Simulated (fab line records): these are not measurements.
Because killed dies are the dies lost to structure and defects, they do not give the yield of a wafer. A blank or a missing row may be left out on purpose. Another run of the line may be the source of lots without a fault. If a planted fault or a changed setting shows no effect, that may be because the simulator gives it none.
fab line records    flow nand-harc    part 2 of 2: steps 4 to 6 of 6
record lots=24  wafers=72  last-day=34
route steps=1302 shown P_ZERO_WELL@18 P_GATE@157
lots with no fault: from the same line, run without faults
start-h: start of the lot's first displayed wafer, in hours after the record's first day    wait-h: hours since the lot's step before    " as in the row above    L1.1+2: a single row standing in for several wafers    - no value, or no start was given    * or withheld: withheld    < > ~ a bound
route shown NAME@n: NAME is a module with steps in the file, n the number in the route of the first one    usual: mean/standard deviation of fault-free wafers    same: alike in all rows    chamber/n: place in a boat    sites: per-site readings    _std_site: their standard deviation    _edge_site: mean of outer sites minus mean of inner sites    radius-mm: for every site, how far away it sits from the centre of the wafer    mask NAME#n: copy n    behind: the tool/chamber that last shaped the wafer    hold: reason for holding the lot/hours on hold/outcome of the hold    device: the transistor (n, p or np) that didn't switch    end of line: tests run on the same wafers once the route is complete    a step without rows: its recipe alone    killed: dies that structure and defects cost at the first sort, which is not the same as the wafer's yield    map: the dies of a wafer, with x for killed, . for not killed, _ for no die there
set.NAME: the setting as run; set.NAME@STEP: as run at that earlier step    model.NAME: the simulator's own value behind a step, which no gauge read
route steps across a sampled set of lots; one table per step, one row per wafer
services: a tool's chamber out of use, with start hour (start-h, from the record's first day; less than 0 if before it), hours out, and reason
## steps
# step NHARC_P_GATE_STRIP_111
# recipe power-w=1500  temp-c=110  time-s=250  chemistry=N2/H2
# usual drypump-motor-current-A=5.8/0.39  heater-power-w=84/12  rf-refl-power-W=23/6.4
lot.wafer  tool             chamber  start-h  wait-h  drypump-motor-current-A  heater-power-w  rf-hours-counter-h  rf-refl-power-W
L074.3     plasma-asher-01  0        112.09   0.3     5.7                      90              -                   28
L074.6     "                1        "        "       5.7                      71              -                   15
L074.5     "                0        "        "       5.7                      90              -                   29
L076.2     plasma-asher-01  1        125.63   0.2     5.7                      71              27                  15
L076.3     "                1        "        "       5.7                      71              -                   14
L076.6     "                0        "        "       5.7                      88              -                   29
L075.2     plasma-asher-01  1        126.23   0.2     5.7                      70              27                  15
L075.5     "                1        "        "       5.7                      70              -                   16
L075.6     "                0        "        "       5.7                      89              -                   30
L077.2     plasma-asher-02  0        137.21   0.2     5.2                      104             10                  28
L077.5     "                1        "        "       6.6                      98              -                   24
L077.6     "                0        "        "       5.2                      103             -                   28
L078.1     plasma-asher-02  1        150.59   0.2     6.6                      100             13                  24
L078.4     "                0        "        "       5.2                      101             -                   27
L078.6     "                0        "        "       5.2                      104             -                   27
L079.1     plasma-asher-01  0        160.69   0.2     5.7                      90              34                  30
L079.3     "                1        "        "       5.7                      72              -                   15
L079.5     "                1        "        "       5.7                      71              -                   14
L080.1     plasma-asher-02  0        169.07   0.2     5.2                      103             17                  28
L080.2     "                1        "        "       6.6                      98              17                  23
L080.3     "                0        "        "       5.2                      100             -                   27
L081.1     plasma-asher-02  1        184.13   0.2     6.6                      99              21                  24
L081.3     "                1        "        "       6.7                      97              -                   23
L081.6     "                1        "        "       6.7                      96              -                   24
L082.2     plasma-asher-01  1        184.93   0.2     5.7                      72              2                   15
L082.4     "                0        "        "       5.7                      87              -                   30
L082.6     "                0        "        "       5.7                      86              -                   28
L083.2     plasma-asher-02  1        198.68   0.2     6.7                      98              25                  24
L083.4     "                1        "        "       6.6                      97              -                   23
L083.5     "                1        "        "       6.7                      101             -                   23
L084.1     plasma-asher-02  1        207.53   0.2     6.6                      98              27                  23
L084.2     "                0        "        "       5.2                      99              27                  27
L084.4     "                1        "        "       6.7                      98              -                   23
L085.2     plasma-asher-01  1        221.36   0.2     5.7                      71              8                   15
L085.3     "                0        "        "       5.7                      86              -                   28
L085.4     "                1        "        "       5.7                      71              -                   14
L086.2     plasma-asher-01  1        225.04   0.2     5.7                      68              9                   14
L086.4     "                0        "        "       5.7                      86              -                   28
L086.5     "                0        "        "       5.7                      86              -                   30
L087.2     plasma-asher-01  0        237.65   0.2     5.7                      84              11                  28
L087.1     "                1        "        "       5.7                      69              11                  14
L087.3     "                0        "        "       5.7                      85              -                   29
L089.1     plasma-asher-01  0        255.44   0.2     5.7                      84              16                  30
L089.2     "                1        "        "       5.7                      70              16                  15
L089.5     "                0        "        "       5.7                      84              -                   30
L088.1     plasma-asher-01  0        260.71   0.3     5.7                      86              17                  27
L088.2     "                1        "        "       5.7                      70              17                  14
L088.3     "                1        "        "       5.7                      70              -                   14
L090.2     plasma-asher-01  1        268.31   0.2     5.7                      69              19                  15
L090.6     "                0        "        "       5.7                      84              -                   29
L090.5     "                1        "        "       5.7                      69              -                   15
L091.1     plasma-asher-01  1        280.52   0.2     5.7                      69              21                  15
L091.3     "                0        "        "       5.7                      84              -                   29
L091.5     "                0        "        "       5.7                      83              -                   28
L092.1     plasma-asher-01  1        294.22   0.2     5.8                      70              24                  15
L092.4     "                0        "        "       5.7                      84              -                   27
L092.6     "                0        "        "       5.7                      84              -                   29
L093.2     plasma-asher-01  0        298.94   0.2     5.7                      88              25                  30
L093.3     "                0        "        "       5.7                      85              -                   29
L093.5     "                1        "        "       5.7                      69              -                   14
L094.4     plasma-asher-02  0        308.99   0.4     5.2                      97              -                   28
L094.3     "                1        "        "       6.6                      95              -                   24
L094.6     "                0        "        "       5.2                      99              -                   28
L095.1     plasma-asher-01  0        315.01   0.2     5.7                      84              29                  29
L095.4     "                0        "        "       5.7                      88              -                   29
L095.5     "                1        "        "       5.7                      70              -                   14
L097.4     plasma-asher-01  0        337.17   0.2     5.7                      83              -                   29
L097.3     "                1        "        "       5.7                      69              -                   16
L097.6     "                0        "        "       5.7                      86              -                   29
L096.2     plasma-asher-01  0        362.82   0.2     5.7                      88              2                   28
L096.3     "                0        "        "       5.7                      89              -                   28
L096.6     "                0        "        "       5.7                      87              -                   28
# step NHARC_P_GATE_STRIP_113
# recipe power-w=1500  temp-c=110  time-s=740  chemistry=N2/H2
# usual drypump-motor-current-A=5.8/0.52  heater-power-w=89/12  rf-refl-power-W=24/5.4
lot.wafer  tool             chamber  start-h  wait-h  drypump-motor-current-A  heater-power-w  rf-hours-counter-h  rf-refl-power-W
L074.3     plasma-asher-01  0        115.54   0.5     5.7                      86              -                   29
L074.5     "                1        "        "       5.7                      69              -                   15
L074.6     "                0        "        "       5.7                      89              -                   29
L076.2     plasma-asher-01  1        129.18   0.3     5.7                      72              28                  15
L076.3     "                1        "        "       5.7                      72              -                   14
L076.6     "                1        "        "       5.7                      71              -                   14
L075.2     plasma-asher-02  1        129.84   0.3     6.6                      99              9                   24
L075.6     "                0        "        "       5.2                      103             -                   27
L075.5     "                1        "        "       6.6                      94              -                   23
L077.2     plasma-asher-01  0        140.63   0.2     5.7                      89              31                  31
L077.6     "                0        "        "       5.7                      90              -                   28
L077.5     "                1        "        "       5.7                      73              -                   15
L078.1     plasma-asher-02  1        154.00   0.2     6.7                      96              13                  24
L078.4     "                1        "        "       6.6                      98              -                   23
L078.6     "                1        "        "       6.7                      96              -                   23
L079.1     plasma-asher-02  0        164.29   0.2     5.2                      103             16                  27
L079.3     "                1        "        "       6.6                      96              -                   24
L079.5     "                0        "        "       5.2                      103             -                   27
L080.1     plasma-asher-02  0        172.44   0.2     5.2                      101             19                  27
L080.2     "                1        "        "       6.6                      100             19                  24
L080.3     "                1        "        "       6.6                      98              -                   23
L081.1     plasma-asher-01  0        187.43   0.2     5.7                      87              2                   28
L081.3     "                1        "        "       5.7                      68              -                   14
L081.6     "                0        "        "       5.7                      84              -                   28
L082.2     plasma-asher-02  1        188.40   0.2     6.7                      98              22                  24
L082.4     "                1        "        "       6.7                      100             -                   23
L082.6     "                0        "        "       5.2                      100             -                   28
L083.2     plasma-asher-02  0        202.00   0.2     5.2                      103             26                  28
L083.4     "                1        "        "       6.6                      98              -                   24
L083.5     "                1        "        "       6.6                      96              -                   23
L084.2     plasma-asher-02  0        210.87   0.2     5.2                      103             27                  27
L084.1     "                1        "        "       6.6                      96              27                  23
L084.4     "                0        "        "       5.2                      105             -                   28
L085.2     plasma-asher-02  0        224.77   0.3     5.2                      101             30                  27
L085.3     "                1        "        "       6.6                      97              -                   23
L085.4     "                0        "        "       5.2                      104             -                   27
L086.2     plasma-asher-01  0        228.50   0.3     5.7                      86              10                  30
L086.4     "                1        "        "       5.8                      69              -                   14
L086.5     "                0        "        "       5.7                      84              -                   29
L087.1     plasma-asher-02  0        240.98   0.2     5.3                      103             33                  28
L087.2     "                1        "        "       6.6                      96              33                  24
L087.3     "                0        "        "       5.2                      105             -                   28
L089.1     plasma-asher-02  1        259.66   0.2     6.6                      93              1                   24
L089.2     "                0        "        "       5.2                      97              1                   27
L089.5     "                0        "        "       5.2                      99              -                   28
L088.1     plasma-asher-02  0        263.94   0.2     5.2                      96              3                   27
L088.2     "                1        "        "       6.7                      92              3                   24
L088.3     "                1        "        "       6.6                      93              -                   24
L090.2     plasma-asher-01  0        271.87   0.3     5.7                      85              19                  28
L090.6     "                1        "        "       5.7                      70              -                   15
L090.5     "                0        "        "       5.7                      85              -                   28
L091.1     plasma-asher-01  0        283.80   0.2     5.7                      86              23                  29
L091.3     "                1        "        "       5.7                      71              -                   14
L091.5     "                0        "        "       5.8                      84              -                   30
L092.1     plasma-asher-02  1        297.56   0.2     6.7                      94              8                   23
L092.4     "                0        "        "       5.2                      96              -                   27
L092.6     "                0        "        "       5.2                      99              -                   27
L093.2     plasma-asher-01  0        302.09   0.2     5.7                      84              25                  29
L093.3     "                1        "        "       5.7                      70              -                   14
L093.5     "                0        "        "       5.7                      83              -                   28
L094.4     plasma-asher-01  0        313.78   0.3     5.7                      83              -                   28
L094.3     "                1        "        "       5.7                      69              -                   15
L094.6     "                1        "        "       5.8                      69              -                   14
L095.1     plasma-asher-01  0        318.48   0.2     5.7                      87              30                  29
L095.4     "                1        "        "       5.7                      70              -                   14
L095.5     "                1        "        "       5.8                      70              -                   14
L097.4     plasma-asher-01  1        340.79   0.3     5.7                      70              -                   14
L097.3     "                0        "        "       5.7                      85              -                   30
L097.6     "                0        "        "       5.7                      86              -                   29
L096.2     plasma-asher-02  1        366.19   0.2     6.6                      92              22                  24
L096.3     "                0        "        "       5.2                      100             -                   28
L096.6     "                0        "        "       5.2                      101             -                   27
# step NHARC_P_GATE_DEGAS_109
# recipe temp-c=300  time-s=60
# usual heater-power-w=467/42
lot.wafer  tool            chamber  start-h  wait-h  heater-power-w
L074.3     pvd-sputter-02  -        116.78   0.1     507
L074.5     "               -        "        "       431
L074.6     "               -        "        "       489
L076.3     pvd-sputter-02  -        130.63   0.1     424
L076.2     "               -        "        "       425
L076.6     "               -        "        "       418
L075.2     pvd-sputter-03  -        131.33   0.1     528
L075.5     "               -        "        "       466
L075.6     "               -        "        "       493
L077.2     pvd-sputter-02  -        142.23   0.1     510
L077.5     "               -        "        "       499
L077.6     "               -        "        "       518
L078.1     pvd-sputter-03  -        155.61   0.1     491
L078.4     "               -        "        "       467
L078.6     "               -        "        "       516
L079.1     pvd-sputter-01  -        165.88   0.1     443
L079.3     "               -        "        "       494
L079.5     "               -        "        "       447
L080.2     pvd-sputter-02  -        174.02   0.1     416
L080.1     "               -        "        "       425
L080.3     "               -        "        "       509
L081.3     pvd-sputter-02  -        189.03   0.1     510
L081.1     "               -        "        "       406
L081.6     "               -        "        "       510
L082.2     pvd-sputter-02  -        190.00   0.1     409
L082.4     "               -        "        "       492
L082.6     "               -        "        "       413
L083.4     pvd-sputter-01  -        203.58   0.1     428
L083.2     "               -        "        "       433
L083.5     "               -        "        "       435
L084.4     pvd-sputter-02  -        212.46   0.1     514
L084.2     "               -        "        "       425
L084.1     "               -        "        "       423
L085.2     pvd-sputter-02  -        226.23   0.1     440
L085.4     "               -        "        "       499
L085.3     "               -        "        "       425
L086.2     pvd-sputter-02  -        229.99   0.1     427
L086.4     "               -        "        "       488
L086.5     "               -        "        "       494
L087.3     pvd-sputter-03  -        242.57   0.1     526
L087.2     "               -        "        "       415
L087.1     "               -        "        "       495
L089.1     pvd-sputter-01  -        261.25   0.1     427
L089.2     "               -        "        "       500
L089.5     "               -        "        "       534
L088.2     pvd-sputter-02  -        265.54   0.1     411
L088.3     "               -        "        "       509
L088.1     "               -        "        "       505
L090.2     pvd-sputter-03  -        273.34   0.1     414
L090.5     "               -        "        "       499
L090.6     "               -        "        "       522
L091.1     pvd-sputter-03  -        285.40   0.1     512
L091.3     "               -        "        "       510
L091.5     "               -        "        "       493
L092.1     pvd-sputter-01  -        299.15   0.1     431
L092.4     "               -        "        "       539
L092.6     "               -        "        "       448
L093.2     pvd-sputter-01  -        303.69   0.1     441
L093.3     "               -        "        "       557
L093.5     "               -        "        "       438
L094.4     pvd-sputter-02  -        315.12   0.1     427
L094.3     "               -        "        "       416
L094.6     "               -        "        "       493
L095.1     pvd-sputter-03  -        320.05   0.1     411
L095.4     "               -        "        "       508
L095.5     "               -        "        "       421
L097.4     pvd-sputter-03  -        342.14   0.1     423
L097.3     "               -        "        "       502
L097.6     "               -        "        "       417
L096.2     pvd-sputter-03  -        367.78   0.1     499
L096.3     "               -        "        "       485
L096.6     "               -        "        "       501
## services
tool             chamber  start-h  hours  kind
rie-diel-08      -        13.80    9.0    pm
rie-si-03        -        44.00    9.0    pm
plasma-asher-01  -        49.19    0.5    repair
rie-diel-11      2        59.11    4.5    repair
rie-diel-08      0        61.95    3.9    repair
plasma-asher-02  -        72.00    9.0    pm
rie-diel-11      -        78.50    9.0    pm
rie-si-03        -        94.30    2.1    repair
plasma-asher-02  -        96.02    1.3    repair
pvd-sputter-02   -        104.00   10.0   pm
rie-si-03        3        107.12   6.9    repair
rie-si-03        0        112.13   1.6    repair
rie-si-03        2        120.26   2.7    repair
plasma-asher-01  -        165.00   9.0    pm
rie-diel-08      -        190.80   9.0    pm
rie-diel-08      1        205.62   5.8    repair
rie-si-03        -        221.00   9.0    pm
plasma-asher-02  -        249.00   9.0    pm
rie-diel-11      -        255.51   9.0    pm
plasma-asher-01  -        256.81   1.9    repair
rie-diel-08      -        310.86   0.7    repair
rie-diel-08      1        322.57   2.4    repair
rie-diel-08      1        341.79   3.7    repair
plasma-asher-01  -        342.00   9.0    pm
